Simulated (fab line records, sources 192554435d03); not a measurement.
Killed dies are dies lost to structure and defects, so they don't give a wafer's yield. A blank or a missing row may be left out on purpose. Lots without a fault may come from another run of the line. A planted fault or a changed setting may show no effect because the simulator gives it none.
fab line records | flow n5_finfet
record lots=9 wafers=26 last_day=18
route steps=1938 shown PMOS_HMC_CHANNEL_EPI@57 FIN_SAQP@96 BEOL_M4@1111 PASSIVATION@1936
lots that met no fault: from a run of the same line without faults
start_h: hours from the record's first day to the start of the lot's first wafer shown | wait_h: hours since the lot's step before | " the same as in the row above | L1.1+2: a row that stands for several wafers | - no value, or no start given | * or withheld: withheld | < > ~ a bound
route shown NAME@n: a module of which the file shows steps, and the number in the route of the first | usual: mean/standard deviation of fault-free wafers | same: alike in all rows | chamber/n: place in a boat | sites: the reading at each site | _std_site: their standard deviation | _edge_site: outer sites' mean less inner sites' | radius_mm: how far each site lies from the wafer's centre | mask NAME#n: copy n | behind: the tool/chamber that last shaped the wafer | hold: why the lot was held/for how many hours/how that ended | device: the transistor (n, p or np) that didn't switch | end of line: the same wafers' tests at the end of the route | a step without rows: its recipe alone | killed: dies lost to structure and defects at the first sort, not the wafer's yield | map: a wafer's dies, x killed, . not, _ none there
set.NAME: the setting as run; set.NAME@STEP: as run at that earlier step | model.NAME: the simulator's own value behind a step, which no gauge read
steps of the route over a sample of lots; a table a step, a row a wafer
services: from which hour (start_h, from the record's first day; less than 0 if before it) a tool's chamber was out of use, for how many hours, and why
## steps
# step N5_PMOS_HMC_CHANNEL_EPI_HM_DEP_34
# recipe material=SiO2 target_thk_a=360 temp_c=400 precursor=TEOS/O2 pressure_torr=6.5 rf_w=900 teos_flow_sccm=161.4 gas=O2 flow_sccm=2650 time_s=6.9
# usual heater_power_w=603/110 rf_fwd_power_W=886/6.5 showerhead_plenum_p_Torr=8.35/0.044 throttle_valve_pct=18.8/1.2
# columns lot.wafer tool chamber start_h wait_h heater_power_w rf_fwd_power_W showerhead_plenum_p_Torr throttle_valve_pct
L702.1 pecvd-04 1 16.80 0.0 484 897 8.34 19.4
L702.4 " 0 " " 603 894 8.40 18.3
L702.5 " 2 " " 587 892 8.31 17.0
L706.2 pecvd-04 0 40.71 0.0 524 889 8.37 18.5
L706.3 " 2 " " 541 896 8.28 16.7
L706.4 " 2 " " 550 898 8.29 17.0
L707.1 pecvd-03 0 46.87 0.0 517 888 8.41 19.8
L707.2 " 2 " " 631 878 8.31 19.1
L707.5 " 2 " " 613 880 8.33 19.3
L711.2 pecvd-04 0 71.11 0.0 483 892 8.40 18.6
L711.4 " 0 " " 484 896 8.38 18.3
L711.5 " 1 " " 532 891 8.35 19.3
L713.2 pecvd-04 2 83.00 0.0 493 898 8.31 16.8
L713.3 " 1 " " 585 892 8.35 19.6
L719.2 pecvd-03 0 119.09 0.0 426 888 8.42 19.8
L719.3 " 1 " " 864 882 8.37 16.6
L719.5 " 0 " " 445 892 8.41 19.9
L721.1 pecvd-04 0 131.05 0.0 546 894 8.40 18.5
L721.2 " 1 " " 503 892 8.35 19.6
L721.5 " 1 " " 505 893 8.32 19.5
L724.1 pecvd-03 0 149.18 0.0 416 891 8.39 20.1
L724.3 " 1 " " 819 876 8.38 16.7
L724.5 " 1 " " 804 875 8.38 16.7
L725.2 pecvd-01 0 154.77 0.0 610 881 8.32 19.5
L725.3 " 1 " " 626 889 8.36 19.8
L725.5 " 1 " " 627 889 8.35 19.5
# step N5_FIN_SAQP_HM_DEP_03
# recipe material=SiNx target_thk_a=380 temp_c=400 precursor=SiH4/NH3/N2 pressure_torr=1.5 rf_w=300 time_s=33.6
# usual heater_power_w=766/100 rf_fwd_power_W=297.7/1.3 showerhead_plenum_p_Torr=5.13/0.087 throttle_valve_pct=40.1/2.4
# columns lot.wafer tool chamber start_h wait_h heater_power_w rf_fwd_power_W showerhead_plenum_p_Torr throttle_valve_pct
L702.1 pecvd-02 2 20.48 0.2 712 297.0 5.04 40.2
L702.4 " 0 " " 771 297.3 5.22 42.6
L702.5 " 2 " " 721 298.3 5.04 40.2
L706.2 pecvd-03 0 44.52 0.2 707 298.9 5.27 42.4
L706.3 " 2 " " 865 295.8 5.08 41.4
L706.4 " 0 " " 708 298.0 5.28 42.5
L707.1 pecvd-03 2 50.68 0.2 744 297.4 5.08 41.2
L707.2 " 0 " " 754 298.2 5.28 42.2
L707.5 " 1 " " 988 296.6 5.21 35.5
L711.2 pecvd-03 1 74.91 0.2 1103 296.0 5.21 35.3
L711.4 " 0 " " 776 298.6 5.28 42.5
L711.5 " 2 " " 836 297.1 5.07 40.8
L713.2 pecvd-03 0 86.94 0.2 754 298.6 5.27 42.6
L713.3 " 2 " " 825 297.3 5.07 41.2
L719.2 pecvd-01 0 123.06 0.2 684 296.0 5.16 41.5
L719.3 " 2 " " 858 299.9 5.06 40.2
L719.5 " 2 " " 862 297.9 5.06 40.4
L721.1 pecvd-02 0 135.50 0.2 777 299.2 5.22 42.9
L721.2 " 2 " " 622 298.1 5.03 36.8
L721.5 " 1 " " 704 299.4 5.06 38.6
L724.1 pecvd-02 2 153.90 0.2 700 298.6 5.03 37.1
L724.3 " 1 " " 702 298.5 5.05 38.8
L724.5 " 0 " " 833 299.7 5.22 42.9
L725.2 pecvd-02 0 158.79 0.2 811 299.0 5.23 43.2
L725.3 " 2 " " 715 298.6 5.02 36.7
L725.5 " 0 " " 782 297.5 5.23 43.0
# step N5_FIN_SAQP_THK_MEAS_05
# usual thk_nm=38.0/0.49
# columns lot.wafer tool chamber start_h wait_h thk_nm
L702.1 film_metro-01 - 20.57 0.1 37.3
L702.4 " - " " 38.3
L702.5 " - " " 38.5
L706.2 film_metro-01 - 44.63 0.1 37.3
L706.3 " - " " 37.9
L706.4 " - " " 38.0
L707.1 film_metro-02 - 50.78 0.1 37.3
L707.2 " - " " 37.3
L707.5 " - " " 38.6
L711.2 film_metro-01 - 74.99 0.1 39.5
L711.4 " - " " 38.3
L711.5 " - " " 38.0
L713.2 film_metro-02 - 87.03 0.1 39.1
L713.3 " - " " 39.5
L719.2 film_metro-01 - 123.14 0.1 37.5
L719.3 " - " " 37.1
L719.5 " - " " 37.6
L721.1 film_metro-01 - 135.59 0.1 37.9
L721.2 " - " " 37.8
L721.5 " - " " 37.6
L724.1 film_metro-02 - 154.00 0.1 37.3
L724.3 " - " " 37.2
L724.5 " - " " 37.7
L725.2 film_metro-02 - 158.88 0.1 38.1
L725.3 " - " " 38.8
L725.5 " - " " 39.0
# step N5_FIN_SAQP_PECVD_48
# recipe material=SiNx target_thk_a=250 temp_c=400 precursor=SiH4/NH3/N2 pressure_torr=1.5 rf_w=300 time_s=22.1
# usual heater_power_w=804/120 rf_fwd_power_W=296.5/1.6 showerhead_plenum_p_Torr=5.16/0.089 throttle_valve_pct=39.9/2.8
# columns lot.wafer tool chamber start_h wait_h heater_power_w rf_fwd_power_W showerhead_plenum_p_Torr throttle_valve_pct
L702.1 pecvd-01 1 20.65 0.0 846 297.6 5.17 41.9
L702.4 " 2 " " 794 298.5 5.06 39.9
L702.5 " 1 " " 861 298.9 5.17 42.2
L706.2 pecvd-02 0 44.73 0.0 803 297.7 5.22 42.4
L706.3 " 1 " " 725 297.3 5.06 38.6
L706.4 " 0 " " 798 298.7 5.23 42.5
L707.1 pecvd-02 0 50.86 0.0 816 297.1 5.22 42.3
L707.2 " 2 " " 706 297.2 5.02 36.5
L707.5 " 2 " " 685 297.2 5.04 36.3
L711.2 pecvd-03 0 75.07 0.0 690 298.2 5.28 42.6
L711.4 " 2 " " 822 293.7 5.08 41.1
L711.5 " 0 " " 700 296.3 5.27 42.7
L713.2 pecvd-01 1 87.11 0.0 958 297.1 5.17 42.2
L713.3 " 0 " " 724 295.2 5.15 41.5
L719.2 pecvd-03 0 123.22 0.0 711 297.2 5.27 42.9
L719.3 " 2 " " 777 296.1 5.07 41.3
L719.5 " 2 " " 792 295.9 5.08 41.2
L721.1 pecvd-03 0 135.67 0.0 713 299.8 5.28 43.1
L721.2 " 2 " " 809 294.3 5.07 41.3
L721.5 " 1 " " 1098 295.3 5.22 35.6
L724.1 pecvd-03 1 154.08 0.0 958 294.3 5.22 35.2
L724.3 " 0 " " 740 299.0 5.28 43.0
L724.5 " 0 " " 742 298.3 5.27 43.1
L725.2 pecvd-03 1 158.96 0.0 993 295.1 5.21 35.8
L725.3 " 2 " " 772 295.3 5.06 41.0
L725.5 " 0 " " 686 296.9 5.28 43.0
# step N5_FIN_SAQP_HM_DEP_72
# recipe material=SiO2 target_thk_a=120 temp_c=400 precursor=SiH4/N2O pressure_torr=0.75 rf_w=275 time_s=7.2
# usual heater_power_w=812/110 rf_fwd_power_W=272.7/1.4 showerhead_plenum_p_Torr=8.14/0.15
# columns lot.wafer tool chamber start_h wait_h heater_power_w rf_fwd_power_W showerhead_plenum_p_Torr
L702.1 pecvd-03 0 20.81 0.0 692 272.3 8.42
L702.4 " 2 " " 861 270.7 8.02
L702.5 " 0 " " 704 273.8 8.41
L706.2 pecvd-03 2 44.94 0.0 804 270.0 8.00
L706.3 " 0 " " 643 272.8 8.42
L706.4 " 2 " " 823 269.0 8.01
L707.1 pecvd-01 0 51.02 0.0 748 271.9 8.18
L707.2 " 2 " " 805 274.7 7.99
L707.5 " 0 " " 760 270.8 8.18
L711.2 pecvd-03 1 75.24 0.0 1087 271.2 8.28
L711.4 " 1 " " 1128 272.1 8.30
L711.5 " 0 " " 751 273.0 8.41
L713.2 pecvd-02 1 87.27 0.0 657 272.6 7.96
L713.3 " 2 " " 592 270.7 7.92
L719.2 pecvd-02 2 123.39 0.0 702 275.3 7.91
L719.3 " 0 " " 727 274.6 8.32
L719.5 " 0 " " 746 275.2 8.32
L721.1 pecvd-01 1 135.84 0.0 904 273.3 8.22
L721.2 " 2 " " 867 274.5 7.98
L721.5 " 0 " " 778 271.6 8.20
L724.1 pecvd-01 2 154.25 0.0 868 271.8 7.99
L724.3 " 1 " " 966 272.8 8.22
L724.5 " 2 " " 878 272.9 7.99
L725.2 pecvd-01 0 159.12 0.0 780 272.0 8.17
L725.3 " 2 " " 847 273.7 7.99
L725.5 " 0 " " 779 271.6 8.19
# step N5_BEOL_M4_RC_MEAS_101
# usual DIBL_N=36.5/1.4 DIBL_P=36.9/1.7 IOFF_N=0.163/0.023 IOFF_P=0.22/0.032 ION_N=673/9 ION_P=462/7.5 SS_N=71.6/0.54 SS_P=73.4/0.62 VT_N=249.8/2.8 VT_P=-250/3.5
# columns lot.wafer tool chamber start_h wait_h DIBL_N[mV/V] DIBL_P[mV/V] IOFF_N[nA/um] IOFF_P[nA/um] ION_N[uA/um] ION_P[uA/um] SS_N[mV/dec] SS_P[mV/dec] VT_N[mV] VT_P[mV]
L702.1 prober-02 0 164.82 0.0 35.6 35.4 0.143 0.19 663 459 71.8 73.3 252.3 -255
L702.4 " 0 " " 36.6 36.4 0.167 0.20 665 450 72.1 73.2 249.5 -253
L702.5 " 0 " " 35.5 35.4 0.149 0.19 674 461 71.7 72.7 251.7 -255
L706.2 prober-01 0 188.16 0.2 37.6 36.9 0.182 0.29 679 470 71.9 72.8 247.3 -242
L706.3 " 0 " " 37.0 35.2 0.159 0.25 663 466 72.1 73.0 249.2 -245
L706.4 " 0 " " 36.0 35.0 0.147 0.25 675 472 71.5 72.7 251.0 -243
L707.1 prober-02 0 210.53 0.0 37.1 37.7 0.158 0.21 673 458 71.7 73.4 250.3 -253
L707.2 " 0 " " 38.0 39.2 0.177 0.23 682 465 71.6 73.7 247.7 -250
L707.5 " 0 " " 38.9 40.3 0.197 0.26 686 460 72.0 74.4 247.2 -249
L711.2 prober-02 0 216.07 0.2 33.5 33.9 0.111 0.14 641 441 70.9 72.3 257.2 -258
L711.4 " 0 " " 35.0 37.2 0.146 0.18 671 453 71.8 72.6 250.6 -256
L711.5 " 0 " " 35.0 36.4 0.137 0.17 670 453 71.4 73.4 253.7 -256
L713.2 prober-02 0 246.91 0.2 36.9 38.3 0.180 0.21 679 458 71.2 74.0 246.1 -253
L713.3 " 0 " " 36.1 37.6 0.170 0.21 662 455 72.2 73.1 247.5 -251
L719.2 prober-02 0 276.68 0.2 36.8 38.5 0.174 0.21 686 462 71.9 73.5 247.8 -251
L719.3 " 0 " " 36.8 38.7 0.182 0.24 684 470 71.7 73.6 248.8 -248
L719.5 " 0 " " 37.8 40.1 0.198 0.25 688 467 72.4 73.6 244.6 -246
L721.1 prober-01 0 277.93 0.0 33.6 35.0 0.123 0.19 658 461 70.9 72.6 255.1 -251
L721.2 " 0 " " 35.3 36.8 0.146 0.21 678 464 71.4 73.4 253.1 -252
L721.5 " 0 " " 33.0 34.3 0.114 0.18 657 461 71.1 73.1 255.0 -256
L725.2 prober-02 0 303.82 0.2 37.3 36.0 0.184 0.25 675 464 71.8 73.7 246.7 -246
L725.3 " 0 " " 38.3 37.0 0.213 0.29 673 460 71.7 74.9 245.4 -246
L725.5 " 0 " " 37.7 35.6 0.183 0.25 673 462 72.7 74.1 249.9 -247
L724.1 prober-02 0 309.87 0.0 37.4 36.8 0.154 0.21 669 464 71.8 73.0 251.2 -249
L724.3 " 0 " " 35.0 33.4 0.117 0.16 668 456 71.4 72.8 254.7 -253
L724.5 " 0 " " 37.4 36.2 0.156 0.20 664 455 71.9 73.4 252.8 -249
# step N5_PASSIVATION_PROBE_49
# usual defect_limited_yield=91.2/1.4 killed_at_M0_to_M3=35/11 killed_at_M4_up=12/4.2 killed_at_contacts=13/5.6 killed_at_front_end=40/12 killed_at_other=3.3/2.6 killed_dies=103/17 killed_open=68/12 killed_short=34/7.6 sort_bin_5_function=5.1/0.95 sort_bin_6_memory=3.3/0.68 sort_bin_8_speed=0.00/0.007 sort_n_pass=1077/17 sort_yield_pct=91.2/1.4
# same gross_dies=1180 killed_at_back_side=0 sort_bin_4_leakage[%]=0
# columns lot.wafer tool chamber start_h wait_h defect_limited_yield[%] killed_at_M0_to_M3 killed_at_M4_up killed_at_contacts killed_at_front_end killed_at_other killed_dies killed_open killed_short sort_bin_5_function[%] sort_bin_6_memory[%] sort_bin_8_speed[%] sort_n_pass sort_yield_pct[%]
L706.2 prober-01 - 298.15 0.1 90.1 47 12 23 33 2 117 72 41 6.1 3.0 0 1063 90.1
L706.3 prober-01 - 298.20 0.1 91.9 33 13 22 23 4 95 60 31 4.5 3.2 0 1085 91.9
L706.4 prober-01 - 298.25 0.2 90.4 30 13 27 42 1 113 58 53 5.7 3.6 0 1067 90.4
L713.2 prober-01 - 351.15 0.1 89.0 54 12 4 55 5 130 88 40 6.6 4.4 0 1050 89.0
L713.3 prober-01 - 351.20 0.1 91.4 36 7 7 43 9 102 69 33 5.6 2.7 0 1078 91.4
# killed by level:class
L706.2 MOL_CONTACT_COAG:geometric_particle:open=19 BEOL_M0_SAQP:geometric_particle:short=13 BEOL_M3:geometric_particle:open=9 BEOL_M2:geometric_particle:open=7 BEOL_M0_SAQP:geometric_particle:open=5 FIN_SAQP:geometric_particle:short=4 DUMMY_GATE:geometric_particle:open=4 MOL_CONTACT_COAG:geometric_particle:short=4
L706.3 MOL_CONTACT_COAG:geometric_particle:open=14 BEOL_M3:geometric_particle:open=12 MOL_CONTACT_COAG:geometric_particle:short=8 GATE_CUT:geometric_particle:short=6 BEOL_M2:geometric_particle:open=6 BEOL_M0_SAQP:geometric_particle:short=4 BEOL_M4:geometric_particle:open=4 BEOL_M0_SAQP:geometric_particle:open=3
L706.4 MOL_CONTACT_COAG:geometric_particle:open=14 FIN_SAQP:geometric_particle:short=13 MOL_CONTACT_COAG:geometric_particle:short=13 BEOL_M0_SAQP:geometric_particle:short=11 FIN_SAQP:geometric_particle:open=8 BEOL_M0_SAQP:geometric_particle:open=8 STI_FIN_REVEAL:geometric_particle:open=4 GATE_CUT:geometric_particle:short=4
L713.2 FIN_SAQP:geometric_particle:short=16 BEOL_M0_SAQP:geometric_particle:open=15 BEOL_M2:geometric_particle:open=15 FIN_SAQP:geometric_particle:open=10 BEOL_M1:geometric_particle:open=9 STI_FIN_REVEAL:geometric_particle:open=7 BEOL_M0_SAQP:geometric_particle:short=5 DUMMY_GATE:geometric_particle:open=4
L713.3 FIN_SAQP:geometric_particle:open=12 STI_FIN_REVEAL:geometric_particle:open=9 BEOL_M0_SAQP:geometric_particle:open=9 BEOL_M2:geometric_particle:open=9 FIN_SAQP:geometric_particle:short=8 MIM_BOT:geometric_particle:open=6 MOL_CONTACT_COAG:geometric_particle:open=5 BEOL_M2:geometric_particle:short=5
## services
# columns tool chamber start_h hours kind
pecvd-01 - 0.26 6.0 pm
pecvd-02 2 21.12 - clean
pecvd-02 2 21.12 - consumable_replace:showerhead
pecvd-02 2 21.12 29.0 scheduled_down
pecvd-02 2 21.12 29.0 vent_cycle
pecvd-03 0 36.80 2.1 scheduled_down
pecvd-03 1 40.25 5.5 scheduled_down
pecvd-02 - 54.93 1.2 repair
pecvd-02 - 59.96 1.3 repair
pecvd-02 - 66.99 14.6 pm
pecvd-01 1 69.22 2.1 scheduled_down
pecvd-01 - 70.01 5.5 pm
pecvd-01 0 142.94 2.1 scheduled_down
pecvd-04 1 147.43 2.1 scheduled_down
## key
first_sign step=N5_FIN_SAQP_THK_MEAS_05 reading=thk_nm direction=up sigmas=2.9 usual=* struck=*
effect none on later readings
met_at N5_FIN_SAQP_HM_DEP_03
struck_lots L711,L713
struck_wafers L711.2,L713.2,L713.3
not_acting_at N5_PMOS_HMC_CHANNEL_EPI_HM_DEP_34,N5_FIN_SAQP_PECVD_48,N5_FIN_SAQP_HM_DEP_72
onset_between 50.68 74.91
fault kind=process_parameter_drift tool=pecvd-03 chamber=- onset_h=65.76 steps=N5_FIN_SAQP_HM_DEP_03 channel=time_s offset=* shape=step end_h=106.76 scope=struck_wafers_only acts_in=* stated=*
